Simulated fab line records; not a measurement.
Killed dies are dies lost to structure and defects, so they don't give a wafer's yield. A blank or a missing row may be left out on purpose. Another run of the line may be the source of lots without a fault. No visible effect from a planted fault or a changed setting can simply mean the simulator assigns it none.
Matching of chambers | flow n5 finfet | 4 sister chambers for N5_BEOL_M3_STRIP_19 on rie diel-06
The step strips in O2. 4 wafers are shown with their chamber, then 10 later ones without.

EACH WAFER AND ITS CHAMBER
wafer  | chamber | drypump motor current A (A)
L088.6 | 2       | 6.03
L092.5 | 3       | 5.78
L093.3 | 1       | 6.49
L093.5 | 0       | 5.80

WAFERS MISSING THEIR CHAMBER
wafer  | drypump motor current A (A)
L093.6 | 6.49
L094.1 | 5.78
L094.3 | 6.02
L094.5 | 5.78
L096.3 | 6.03
L096.5 | 5.78
L096.6 | 5.79
L097.1 | 6.02
L097.2 | 5.78
L097.6 | 6.46

THE CHAMBER EACH PASSED THROUGH
wafer  | from the rows above     | in truth
L093.6 | 1                       | 1
L094.1 | can't be placed: 3 or 0 | 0
L094.3 | 2                       | 2
L094.5 | can't be placed: 3 or 0 | 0
L096.3 | 2                       | 2
L096.5 | can't be placed: 3 or 0 | 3
L096.6 | can't be placed: 0 or 3 | 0
L097.1 | 2                       | 2
L097.2 | can't be placed: 3 or 0 | 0
L097.6 | 1                       | 1
Placed correctly: 5 of 10. Can't be placed from these rows: 5 (the true chamber is among the candidates in 5). Placed wrongly: 0.
How it was worked out, from the rows above alone: a wafer's distance from a chamber is the root of the sum, over the readings, of the square of ((its reading less the chamber's mean) divided by the reading's scatter). If the next closest chamber is less than 2 further off than the closest, the wafer can't be placed; otherwise it belongs to the closest. For every chamber, the mean is computed from those of its wafers that are shown. The scatter: with one shown wafer a chamber, the root of the mean of the squares of how far each hidden wafer lies from its nearest shown one.
